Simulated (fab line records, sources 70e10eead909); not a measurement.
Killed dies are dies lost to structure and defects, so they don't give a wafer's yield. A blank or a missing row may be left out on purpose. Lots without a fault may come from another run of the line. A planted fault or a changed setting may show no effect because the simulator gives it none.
fab line records | flow nand_harc
record lots=12 wafers=36 last_day=33
route steps=1302 shown A_CHANNEL_HOLE_D1@475 END@1302
lots that met no fault: from a run of the same line without faults
start_h: hours from the record's first day to the start of the lot's first wafer shown | wait_h: hours since the lot's step before | " the same as in the row above | L1.1+2: a row that stands for several wafers | - no value, or no start given | * or withheld: withheld | < > ~ a bound
route shown NAME@n: a module of which the file shows steps, and the number in the route of the first | usual: mean/standard deviation of fault-free wafers | same: alike in all rows | chamber/n: place in a boat | sites: the reading at each site | _std_site: their standard deviation | _edge_site: outer sites' mean less inner sites' | radius_mm: how far each site lies from the wafer's centre | mask NAME#n: copy n | behind: the tool/chamber that last shaped the wafer | hold: why the lot was held/for how many hours/how that ended | device: the transistor (n, p or np) that didn't switch | end of line: the same wafers' tests at the end of the route | a step without rows: its recipe alone | killed: dies lost to structure and defects at the first sort, not the wafer's yield | map: a wafer's dies, x killed, . not, _ none there
set.NAME: the setting as run; set.NAME@STEP: as run at that earlier step | model.NAME: the simulator's own value behind a step, which no gauge read
steps of the route over a sample of lots; a table a step, a row a wafer
services: from which hour (start_h, from the record's first day; less than 0 if before it) a tool's chamber was out of use, for how many hours, and why
## steps
# step NHARC_A_CHANNEL_HOLE_D1_ETCH_23
# recipe bias_v=5000 source_w=withheld pressure_mtorr=20 time_s=819 ar_flow_sccm=375 c4f8_flow_sccm=89.3 o2_flow_sccm=35.7 temp_c=-20 target_depth_a=16000 chemistry=C4F8/O2/Ar
# usual drypump_motor_current_A=5.5/0.41 showerhead_plenum_p_Torr=3.64/0.11 throttle_valve_pct=32.156/0.0088
# columns lot.wafer tool chamber start_h wait_h drypump_motor_current_A rf_hours_counter_h showerhead_plenum_p_Torr throttle_valve_pct
L781.1 har_etch-01 0 186.76 0.5 5.2 85 3.53 32.171
L781.6 " 1 " " 6.1 - 3.73 32.155
L781.5 " 0 " " 5.2 - 3.53 32.148
L783.3 har_etch-02 1 197.65 0.5 5.8 - 3.58 32.153
L783.4 " 0 " " 5.1 - 3.76 32.146
L783.6 " 1 " " 5.8 - 3.58 32.175
L782.1 har_etch-01 1 198.96 0.5 6.1 97 3.73 32.143
L782.4 " 0 " " 5.3 - 3.52 32.164
L782.5 " 1 " " 6.0 - 3.73 32.142
L786.3 har_etch-01 0 231.76 0.5 5.2 - 3.51 32.149
L786.4 " 1 " " 6.1 - 3.72 32.156
L786.5 " 1 " " 6.1 - 3.72 32.160
L790.1 har_etch-02 1 279.12 0.5 5.8 349 3.56 32.142
L790.2 " 0 " " 5.0 349 3.74 32.157
L790.6 " 1 " " 5.8 - 3.56 32.160
L793.2 har_etch-02 1 308.74 0.5 5.7 368 3.55 32.165
L793.4 " 1 " " 5.8 - 3.55 32.144
L793.6 " 1 " " 5.8 - 3.55 32.147
L794.1 har_etch-02 0 313.06 0.5 5.1 372 3.72 32.153
L794.5 " 1 " " 5.8 - 3.55 32.153
L794.6 " 0 " " 5.1 - 3.72 32.134
L799.1 har_etch-01 0 359.42 0.5 5.2 181 3.48 32.165
L799.2 " 1 " " 6.1 181 3.68 32.165
L799.5 " 0 " " 5.2 - 3.48 32.165
L800.2 har_etch-01 1 375.40 0.5 6.1 196 3.67 32.154
L800.4 " 0 " " 5.2 - 3.47 32.140
L800.5 " 0 " " 5.2 - 3.47 32.161
L802.3 har_etch-01 0 409.97 0.5 5.2 - 3.47 32.161
L802.5 " 0 " " 5.2 - 3.47 32.164
L802.6 " 1 " " 6.1 - 3.67 32.177
L803.2 har_etch-02 1 411.77 0.5 5.8 5 3.93 32.155
L803.1 " 0 " " 5.0 5 3.70 32.164
L803.5 " 0 " " 5.0 - 3.70 32.150
L804.3 har_etch-02 1 422.95 0.5 5.7 - 3.93 32.148
L804.4 " 0 " " 5.1 - 3.70 32.162
L804.5 " 0 " " 5.1 - 3.70 32.158
# step NHARC_A_CHANNEL_HOLE_D1_ETCH_33
# recipe bias_v=400 source_w=2000 pressure_mtorr=25 time_s=90 ar_flow_sccm=375 c4f8_flow_sccm=41.7 o2_flow_sccm=83.3 temp_c=-20 target_depth_a=4000 chemistry=C4F8/O2/Ar
# usual drypump_motor_current_A=5.5/0.41 showerhead_plenum_p_Torr=3.67/0.12 throttle_valve_pct=27.620/0.0097
# columns lot.wafer tool chamber start_h wait_h drypump_motor_current_A rf_hours_counter_h showerhead_plenum_p_Torr throttle_valve_pct
L781.1 har_etch-01 0 189.22 0.2 5.2 88 3.56 27.613
L781.6 " 1 " " 6.1 - 3.77 27.611
L781.5 " 0 " " 5.2 - 3.56 27.640
L783.3 har_etch-02 1 - - 5.8 - 3.62 27.632
L783.4 " 0 " " 5.0 - 3.80 27.627
L783.6 " 1 " " 5.8 - 3.62 27.627
L782.1 har_etch-01 1 201.43 0.2 6.1 99 3.77 27.628
L782.4 " 0 " " 5.2 - 3.55 27.611
L782.5 " 1 " " 6.1 - 3.77 27.625
L786.3 har_etch-01 0 234.14 0.2 5.2 - 3.54 27.615
L786.4 " 1 " " 6.2 - 3.76 27.622
L786.5 " 1 " " 6.2 - 3.76 27.612
L790.1 har_etch-02 1 281.66 0.2 5.8 351 3.60 27.631
L790.2 " 0 " " 5.1 351 3.78 27.603
L790.6 " 1 " " 5.8 - 3.60 27.626
L793.2 har_etch-02 1 311.31 0.2 5.8 370 3.59 27.626
L793.4 " 1 " " 5.8 - 3.59 27.631
L793.6 " 1 " " 5.8 - 3.59 27.616
L794.1 har_etch-02 0 315.50 0.2 5.1 374 3.76 27.607
L794.5 " 1 " " 5.8 - 3.58 27.604
L794.6 " 0 " " 5.0 - 3.76 27.612
L799.1 har_etch-01 0 361.97 0.2 5.2 183 3.51 27.601
L799.2 " 1 " " 6.1 183 3.72 27.634
L799.5 " 0 " " 5.2 - 3.51 27.625
L800.2 har_etch-01 1 377.93 0.2 6.1 198 3.71 27.612
L800.4 " 0 " " 5.2 - 3.50 27.622
L800.5 " 0 " " 5.2 - 3.50 27.609
L802.3 har_etch-01 0 412.34 0.2 5.3 - 3.50 27.624
L802.5 " 0 " " 5.2 - 3.50 27.613
L802.6 " 1 " " 6.1 - 3.71 27.612
L803.2 har_etch-02 1 414.32 0.2 5.8 7 3.98 27.607
L803.1 " 0 " " 5.1 7 3.74 27.632
L803.5 " 0 " " 5.1 - 3.74 27.638
L804.3 har_etch-02 1 425.32 0.2 5.7 - 3.97 27.626
L804.4 " 0 " " 5.1 - 3.73 27.621
L804.5 " 0 " " 5.1 - 3.73 27.625
# step NHARC_A_CHANNEL_HOLE_D1_ETCH_44
# recipe target_depth_a=1400 overetch_a=140 time_s=77 ion_energy_ev=100 cf4_flow_sccm=80 o2_flow_sccm=20 ar_flow_sccm=0 rf_w=300 bias_w=100 chemistry=CF4/O2
# usual cf4_flow_sccm=80.02/0.24 drypump_motor_current_A=5.6/0.34 oes_f_703_au=1.001/0.0041 oes_o_777_au=1.001/0.0044 oes_product_au=1.006/0.016 rf_vpp_V=197.8/1.2 showerhead_plenum_p_Torr=1.33/0.05 throttle_valve_pct=13.397/0.0088
# columns lot.wafer tool chamber start_h wait_h cf4_flow_sccm drypump_motor_current_A oes_f_703_au oes_o_777_au oes_product_au rf_hours_counter_h rf_vpp_V showerhead_plenum_p_Torr throttle_valve_pct
L781.1 rie_diel-04 2 189.94 0.1 79.75 5.1 0.997 0.991 0.980 0 197.5 1.37 13.403
L781.6 " 1 " " 79.84 5.4 1.000 1.006 1.010 - 198.3 1.37 13.393
L781.5 " 2 " " 79.86 5.1 0.997 1.004 0.972 - 199.4 1.37 13.392
L783.4 rie_diel-03 2 200.70 0.1 80.19 6.2 1.000 1.004 1.005 27 196.5 1.28 13.400
L783.3 " 1 " " 79.94 5.7 1.000 0.998 1.004 26 197.8 1.36 13.391
L783.6 " 2 " " 80.38 6.2 1.001 1.001 1.011 - 198.1 1.28 13.401
L782.1 rie_diel-04 0 202.16 0.0 79.79 5.5 1.004 1.007 1.002 1 198.0 1.34 13.384
L782.4 " 2 " " 80.03 5.1 0.996 1.000 0.984 2 199.3 1.36 13.396
L782.5 " 1 " " 80.52 5.4 1.003 0.998 1.008 - 198.4 1.37 13.415
L786.3 rie_diel-03 0 234.84 0.1 80.22 6.1 1.003 1.002 1.000 38 196.5 1.25 13.392
L786.4 " 1 " " 80.05 5.7 1.002 0.998 1.005 37 197.9 1.36 13.397
L786.5 " 2 " " 80.21 6.1 0.992 1.009 0.983 - 197.7 1.27 13.402
L790.1 rie_diel-04 2 282.45 0.1 95.56 5.1 0.939 0.818 0.983 8 197.6 1.51 14.349
L790.2 " 3 " " 95.92 5.8 0.934 0.809 1.020 8 195.8 1.41 14.363
L790.6 " 3 " " 95.91 5.8 0.940 0.819 1.030 - 195.5 1.41 14.357
L793.2 rie_diel-04 1 312.06 0.1 96.41 5.4 0.941 0.823 1.028 11 198.8 1.52 14.351
L793.4 " 3 " " 95.88 5.8 0.941 0.819 1.012 11 196.1 1.41 14.374
L793.6 " 1 " " 96.28 5.4 0.942 0.818 1.027 - 199.1 1.52 14.363
L794.1 rie_diel-04 3 316.23 0.1 96.11 5.8 0.947 0.820 1.007 11 196.3 1.41 14.360
L794.5 " 1 " " 95.94 5.4 0.944 0.818 1.035 - 198.6 1.52 14.352
L794.6 " 2 " " 95.80 5.1 0.936 0.810 0.989 - 197.8 1.51 14.374
L799.1 rie_diel-13 2 362.71 0.1 79.85 6.0 1.005 1.000 1.011 3 198.7 1.42 13.401
L799.2 " 1 " " 79.84 5.6 1.002 1.001 1.009 2 200.5 1.39 13.402
L799.5 " 2 " " 79.84 6.0 1.005 0.999 1.006 - 199.8 1.42 13.392
L800.4 rie_diel-04 0 378.68 0.1 80.23 5.5 1.004 0.996 0.996 1 198.4 1.34 13.395
L800.2 " 3 " " 79.99 5.8 1.000 0.996 1.018 1 197.2 1.27 13.397
L800.5 " 0 " " 80.37 5.5 1.000 0.996 0.987 - 198.2 1.34 13.395
L802.3 rie_diel-03 2 413.12 0.1 79.71 6.1 1.001 1.000 0.993 42 195.5 1.26 13.385
L802.5 " 1 " " 80.26 5.7 0.989 1.005 1.015 - 197.6 1.35 13.401
L802.6 " 2 " " 79.80 6.1 1.002 1.003 1.001 - 197.1 1.26 13.405
L803.1 rie_diel-04 2 415.09 0.0 79.73 5.1 1.007 1.001 0.983 3 198.3 1.36 13.401
L803.2 " 1 " " 79.80 5.4 0.999 1.004 0.997 4 198.6 1.37 13.402
L803.5 " 2 " " 79.84 5.1 0.994 1.001 0.976 - 198.4 1.36 13.404
L804.4 rie_diel-04 3 426.00 0.1 79.78 5.8 0.999 0.996 1.012 5 196.4 1.27 13.414
L804.3 " 0 " " 79.68 5.5 0.999 1.006 0.994 5 197.5 1.34 13.398
L804.5 " 0 " " 79.95 5.5 0.998 0.998 1.001 - 197.4 1.34 13.400
# step NHARC_A_CHANNEL_HOLE_D1_INSPECT_40
# usual raw_defect_count=73/28
# columns lot.wafer tool chamber start_h wait_h raw_defect_count
L781.1 defect_inspect-01 - 190.92 - 33
L781.5 " - " " 42
L781.6 " - " " 62
L783.3 defect_inspect-02 - 201.67 - 134
L783.4 " - " " 98
L783.6 " - " " 79
L782.1 defect_inspect-01 - 203.15 - 41
L782.4 " - " " 65
L782.5 " - " " 73
L786.3 defect_inspect-02 - 235.81 - 29
L786.4 " - " " 34
L786.5 " - " " 44
L790.1 defect_inspect-01 - 283.55 - 90
L790.2 " - " " 76
L790.6 " - " " 92
L793.2 defect_inspect-01 - 313.05 - 96
L793.4 " - " " 98
L793.6 " - " " 107
L794.1 defect_inspect-01 - 317.19 - 92
L794.5 " - " " 101
L794.6 " - " " 95
L799.1 defect_inspect-01 - 363.69 - 57
L799.2 " - " " 60
L799.5 " - " " 50
L800.2 defect_inspect-02 - 379.69 - 85
L800.4 " - " " 85
L800.5 " - " " 76
L802.3 defect_inspect-01 - 414.09 - 45
L802.5 " - " " 70
L802.6 " - " " 68
L803.1 defect_inspect-01 - 416.08 - 38
L803.2 " - " " 46
L803.5 " - " " 51
L804.3 defect_inspect-01 - 426.99 - 66
L804.4 " - " " 25
L804.5 " - " " 41
# step NHARC_END_SORT_01
# recipe temp_c=25
# usual killed_at_array=54/21 killed_at_other=0.9/1.1 killed_at_periphery=3.5/2.5 killed_dies=58/21 killed_open=3.3/1.9 killed_short=2.6/1.8
# same gross_dies=677
# columns lot.wafer tool chamber start_h wait_h killed_at_array killed_at_other killed_at_periphery killed_dies killed_open killed_short
L786.3 prober-01 0 624.34 3.1 36 2 2 40 2 2
L786.4 prober-01 0 625.14 3.4 44 0 2 46 3 0
L786.5 prober-01 0 625.94 3.7 44 1 0 45 1 1
L793.2 prober-02 0 716.76 2.8 65 0 4 69 4 6
L793.4 prober-02 0 718.38 3.4 71 0 5 76 2 3
L793.6 prober-02 0 719.99 4.0 60 0 6 66 5 3
L803.1 prober-02 0 786.07 2.5 26 6 2 34 7 2
L803.2 prober-02 0 786.85 2.8 22 1 4 27 5 4
L803.5 prober-02 0 789.21 3.6 26 1 2 29 6 4
# killed by level:class
L786.3 A_CHANNEL_HOLE_D2:chamber_film_flake=30 A_CONTACT:chamber_film_flake=2 P_GATE:geometric_particle:short=1 P_CONTACT:geometric_particle:short=1 A_WL_FILL:geometric_particle:open=1 STARTING-WAFER:geometric_particle:open=1 A_STAIRCASE:chamber_film_flake=1 A_SLIT:chamber_film_flake=1
L786.4 A_CHANNEL_HOLE_D2:chamber_film_flake=32 A_CHANNEL_HOLE_D1:chamber_film_flake=3 A_CHANNEL_FILL_D1:chamber_film_flake=2 P_M1:geometric_particle:open=1 A_DECK1_JOINT:geometric_particle:open=1 A_CHANNEL_HOLE_D2:geometric_particle:open=1 P_STI:chamber_film_flake=1 A_CHANNEL_FILL_D2:chamber_film_flake=1
L786.5 A_CHANNEL_HOLE_D2:chamber_film_flake=32 A_STAIRCASE:chamber_film_flake=4 A_CHANNEL_HOLE_D1:chamber_film_flake=4 A_CHANNEL_HOLE_D2:geometric_particle:open=1 A_CHANNEL_FILL_D2:geometric_particle:short=1 A_DECK1_JOINT:chamber_film_flake=1 A_SLIT:chamber_film_flake=1 THIN_TSV:chamber_film_flake=1
L793.2 A_CHANNEL_HOLE_D1:chamber_film_flake=28 A_CHANNEL_HOLE_D2:chamber_film_flake=17 A_WL_FILL:geometric_particle:short=4 A_CONTACT:chamber_film_flake=4 A_ONON_D1:geometric_particle:open=3 A_CHANNEL_FILL_D2:chamber_film_flake=3 A_ZERO_WELL:chamber_film_flake=2 A_WL_FILL:chamber_film_flake=2
L793.4 A_CHANNEL_HOLE_D1:chamber_film_flake=34 A_CHANNEL_HOLE_D2:chamber_film_flake=15 A_SLIT:chamber_film_flake=6 P_M1:chamber_film_flake=4 A_STAIRCASE:chamber_film_flake=4 A_CHANNEL_FILL_D2:chamber_film_flake=3 A_CONTACT:chamber_film_flake=2 A_ONON_D1:geometric_particle:open=1
L793.6 A_CHANNEL_HOLE_D1:chamber_film_flake=33 A_CHANNEL_HOLE_D2:chamber_film_flake=8 A_STAIRCASE:chamber_film_flake=3 A_SLIT:chamber_film_flake=3 P_M1:chamber_film_flake=2 A_ZERO_WELL:chamber_film_flake=2 A_CHANNEL_FILL_D2:chamber_film_flake=2 A_CONTACT:chamber_film_flake=2
L803.1 A_SLIT:chamber_film_flake=8 A_STAIRCASE:chamber_film_flake=4 THIN_TSV:chamber_film_flake=4 STARTING-WAFER:geometric_particle:short=2 A_M0:chamber_film_flake=2 P_STI:geometric_particle:open=1 A_CHANNEL_FILL_D1:geometric_particle:open=1 A_ONON_D2:geometric_particle:open=1
L803.2 A_SLIT:chamber_film_flake=6 A_CHANNEL_FILL_D1:chamber_film_flake=2 A_CONTACT:chamber_film_flake=2 P_M0:geometric_particle:open=1 P_M0:geometric_particle:short=1 A_CHANNEL_HOLE_D1:geometric_particle:open=1 A_CHANNEL_FILL_D1:geometric_particle:short=1 A_DECK1_JOINT:geometric_particle:open=1
L803.5 A_SLIT:chamber_film_flake=7 A_WL_FILL:geometric_particle:open=3 A_ONON_D1:geometric_particle:open=2 A_STAIRCASE:chamber_film_flake=2 A_CONTACT:chamber_film_flake=2 A_SOURCE_PLATE:geometric_particle:short=1 A_CHANNEL_FILL_D1:geometric_particle:short=1 A_CHANNEL_FILL_D2:geometric_particle:short=1
## services
# columns tool chamber start_h hours kind
rie_diel-13 - 165.97 9.0 pm
rie_diel-04 - 177.90 9.0 pm
rie_diel-04 0 177.90 9.0 vent_cycle
rie_diel-13 1 268.90 7.9 repair
rie_diel-04 0 282.03 9.4 repair
rie_diel-03 - 284.71 9.0 pm
rie_diel-13 0 292.49 14.5 repair
rie_diel-13 3 293.80 16.0 repair
rie_diel-13 - 298.38 0.2 repair
rie_diel-04 - 299.06 0.3 repair
rie_diel-03 1 336.74 2.4 repair
rie_diel-03 - 339.64 0.6 repair
rie_diel-13 - 343.02 9.0 pm
rie_diel-04 - 354.90 9.0 pm
har_etch-02 - 379.67 17.0 pm
har_etch-02 0 379.67 17.0 vent_cycle
har_etch-02 1 379.67 17.0 vent_cycle
har_etch-02 0 396.67 - clean
har_etch-02 0 396.67 - consumable_replace:focus_ring
har_etch-02 1 396.67 - clean
har_etch-02 1 396.67 - consumable_replace:focus_ring
har_etch-02 1 396.67 - consumable_replace:showerhead
rie_diel-04 2 399.18 15.8 repair
rie_diel-13 0 401.64 10.6 repair
## key
first_sign step=NHARC_A_CHANNEL_HOLE_D1_ETCH_44 reading=throttle_valve_pct direction=up sigmas=99+ usual=13.397 struck=14.360
effect step=NHARC_A_CHANNEL_HOLE_D1_ETCH_44 reading=cf4_flow_sccm direction=up sigmas=66 usual=80.02 struck=95.98
met_at NHARC_A_CHANNEL_HOLE_D1_ETCH_44
struck_lots L790,L793,L794
tester_left_out L790,L793,L794
not_acting_at NHARC_A_CHANNEL_HOLE_D1_ETCH_23,NHARC_A_CHANNEL_HOLE_D1_ETCH_33,NHARC_A_CHANNEL_HOLE_D1_INSPECT_40
onset_between 202.16 282.45
fault kind=process_parameter_drift tool=rie_diel-04 chamber=- onset_h=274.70 steps=NHARC_A_CHANNEL_HOLE_D1_ETCH_44 channel=cf4_flow_sccm offset=16 shape=step end_h=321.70 acts_in=these_recipes_only stated=80
# tester_left_out: of these lots the tester's yield and bins aren't shown, on N5 and GAA mostly nor the transistor test; their killed dies are dies lost to structure and defects alone, not to doping, threshold or leakage, so they don't give the yield
